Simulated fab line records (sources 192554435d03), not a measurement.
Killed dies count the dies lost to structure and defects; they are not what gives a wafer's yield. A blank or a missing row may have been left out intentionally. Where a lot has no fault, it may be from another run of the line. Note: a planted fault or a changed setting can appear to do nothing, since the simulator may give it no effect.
Chamber matching | flow n5Finfet | N5_FIN_SAQP_HM_DEP_03 on pecvd-04 has 3 sister chambers
The step deposits SiNx from SiH4/NH3/N2, target thk 38 nm, time 33.6 s. 16 wafers are shown with their chamber, then 7 later ones without.

== WAFERS PAIRED WITH THEIR CHAMBERS ==
wafer  | chamber | throttleValvePct (%) | showerheadPlenumPTorr (Torr) | rfFwdPowerW (W)
L076.1 | 2       | 36.9                 | 5.11                         | 298.8
L076.5 | 0       | 45.4                 | 5.08                         | 298.4
L083.2 | 2       | 36.9                 | 5.10                         | 297.9
L083.4 | 2       | 36.8                 | 5.11                         | 299.3
L083.6 | 0       | 45.4                 | 5.07                         | 297.3
L088.2 | 1       | 37.0                 | 5.15                         | 296.5
L088.4 | 1       | 36.8                 | 5.16                         | 296.2
L088.5 | 2       | 37.0                 | 5.10                         | 297.7
L090.3 | 2       | 37.2                 | 5.10                         | 299.5
L090.4 | 1       | 36.9                 | 5.14                         | 296.2
L090.6 | 0       | 45.7                 | 5.06                         | 297.5
L093.1 | 0       | 45.8                 | 5.08                         | 297.6
L093.4 | 0       | 45.8                 | 5.09                         | 298.0
L093.6 | 1       | 36.9                 | 5.17                         | 297.0
L094.2 | 1       | 36.9                 | 5.17                         | 294.7
L094.4 | 1       | 37.1                 | 5.16                         | 295.8

SIGNATURES (averages over the wafers above)
reading               | chamber 0 | chamber 1 | chamber 2 | scatter within a chamber
throttleValvePct      | 45.620    | 36.933    | 36.960    | 0.155
showerheadPlenumPTorr | 5.0760    | 5.1583    | 5.1040    | 0.0101
rfFwdPowerW           | 297.760   | 296.067   | 298.640   | 0.704
Rule: a wafer lies at a distance from a chamber equal to the root of the sum of squares, over the readings, of (its reading less the chamber's mean, divided by the reading's scatter). If the next closest chamber is less than 2 further off than the closest, the wafer can't be placed; otherwise it belongs to the closest. The scatter is the square root of a quotient: the sum, over the shown wafers, of each reading's squared deviation from its chamber's mean, divided by wafers minus chambers.

== WAFERS WITHOUT THEIR CHAMBER ==
wafer  | throttleValvePct (%) | showerheadPlenumPTorr (Torr) | rfFwdPowerW (W)
L094.5 | 37.4                 | 5.12                         | 299.0
L095.3 | 37.2                 | 5.15                         | 296.7
L095.5 | 36.9                 | 5.15                         | 295.4
L095.6 | 45.7                 | 5.08                         | 298.0
L096.1 | 37.3                 | 5.11                         | 298.8
L096.4 | 36.8                 | 5.11                         | 297.8
L096.5 | 45.7                 | 5.08                         | 298.9

== WHICH CHAMBER EACH WENT THROUGH ==
wafer  | from the rows above | in truth
L094.5 | 2                   | 2
L095.3 | 1                   | 1
L095.5 | 1                   | 1
L095.6 | 0                   | 0
L096.1 | 2                   | 2
L096.4 | 2                   | 2
L096.5 | 0                   | 0
Placed correctly: 7 of 7. Left unplaced by these rows: 0. Wrongly placed: 0.
